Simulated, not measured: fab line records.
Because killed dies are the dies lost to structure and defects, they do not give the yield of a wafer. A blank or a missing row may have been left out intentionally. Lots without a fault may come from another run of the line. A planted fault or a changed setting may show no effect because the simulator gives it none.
The same fault as seen by 2 desks -- flow n5Finfet -- every desk sees just its own numbers, and what lay behind them comes last

## AT THE TOOL OWNER'S DESK: rieDiel-06
The tool's own readings at N5_BEOL_M0_ETCH_109 (etches SiCN in CH3F/O2, target depth 8 nm, overetch 2.4 nm, time 27.4 s): means of the sampled wafers that have a number, for each lot that ran on this tool. A lot is out of limits, marked OUT, if its mean lies more than 4 standard deviations from the usual mean; the brackets give that distance. Readings shown: 7 out of 8 (the first out of limits, and those lying furthest out on some lot).
Columns: A = biasW at N5_BEOL_M0_ETCH_109, usual 74.99 W; B = chamberPressureMTorr at N5_BEOL_M0_ETCH_109, usual 30.00 mTorr; C = drypumpMotorCurrentA at N5_BEOL_M0_ETCH_109, usual 5.8 A; D = oesProductAu at N5_BEOL_M0_ETCH_109, usual 0.70 a.u.; E = rfFwdPowerW at N5_BEOL_M0_ETCH_109, usual 392.3 W; F = rfVppV at N5_BEOL_M0_ETCH_109, usual 297.0 V; G = throttleValvePct at N5_BEOL_M0_ETCH_109, usual 16.26 %
lot,first seen here,A,B,C,D,E,F,G
L843,day 6 17:55,74.97,30.01,5.6,0.64,393.6,297.9,16.44
L849,day 7 20:30,74.87,29.96,5.7,0.72,391.8,296.6,16.24
L850,day 8 05:08,57.02 (-82) OUT,29.99,5.8,0.65,391.9,248.5 (-30) OUT,16.32
L853,day 9 01:11,57.02 (-82) OUT,30.00,5.8,0.64,391.3,248.7 (-30) OUT,16.34
L854,day 9 07:02,66.12 (-40) OUT,30.02,5.6,0.69,391.8,272.8 (-15) OUT,16.21
This desk's finding: out of limits on L850, L853, L854; first on L850, day 8 05:08 (biasW at N5_BEOL_M0_ETCH_109). In limits: L843, L849.

## THE METROLOGY DESK
Lot by lot, what the gauges showed, no matter which tool ran the lot: averages of those sampled wafers that carry a number. A lot is out of limits, marked OUT, if its mean lies more than 4 standard deviations from the usual mean; the brackets give that distance. Only the readings that lie furthest out on some lot appear, 7 of the 11 it has.
Columns: A = M0_ABLK_OVL at N5_BEOL_M0_CUTY_OVL_MEAS_58, usual 0.6 nm; B = DIBL_N at N5_BEOL_M4_RC_MEAS_101, usual 35.8 mV/V; C = DIBL_P at N5_BEOL_M4_RC_MEAS_101, usual 35.8 mV/V; D = IOFF_N at N5_BEOL_M4_RC_MEAS_101, usual 0.151 nA/um; E = SS_N at N5_BEOL_M4_RC_MEAS_101, usual 71.4 mV/dec; F = SS_P at N5_BEOL_M4_RC_MEAS_101, usual 73.3 mV/dec; G = VT_N at N5_BEOL_M4_RC_MEAS_101, usual 250.5 mV
lot,first seen here,A,B,C,D,E,F,G
L843,day 6 11:41,1.0,36.9,38.8,0.195,72.4,74.2,246.7
L849,day 7 17:53,0.7,35.8,36.3,0.159,71.2,73.5,249.7
L850,day 8 02:20,1.3,35.8,35.8,0.149,71.9,72.8,251.1
L853,day 8 22:07,0.1,37.9,36.4,0.169,71.9,74.0,251.0
L854,day 9 04:48,0.8,34.0,35.4,0.127,70.5,72.8,253.7
L858,day 10 03:29,1.8,35.6,34.6,0.135,71.2,73.1,252.5
L859,day 10 05:44,0.3,33.2,34.1,0.143,71.7,73.1,251.8
L863,day 11 07:19,0.8,36.1,35.6,0.137,71.2,72.8,250.9
L864,day 11 09:58,-0.3,35.9,35.4,0.143,71.2,73.1,253.0
Finding of this desk: none of the 9 lots has anything out of limits.

## TAKEN TOGETHER
On L850, L853, L854, at day 8 05:08, an alarm was possible from the tool owner's desk.
Metrology desk: nothing out of limits seen.
The metrology desk has L850, L853, L854 on record, within its limits.
On rieDiel-06, each named lot ran N5_BEOL_M0_ETCH_109.

## WHAT HAD BEEN PUT IN BY THE SIMULATOR
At N5_BEOL_M0_ETCH_109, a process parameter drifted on rieDiel-06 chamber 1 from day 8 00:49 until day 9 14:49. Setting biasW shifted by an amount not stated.
Shown lots that were struck: L850, L853, L854.
How many hours passed from the start of the fault until each desk's first out-of-limits reading: the tool owner's desk, 4.
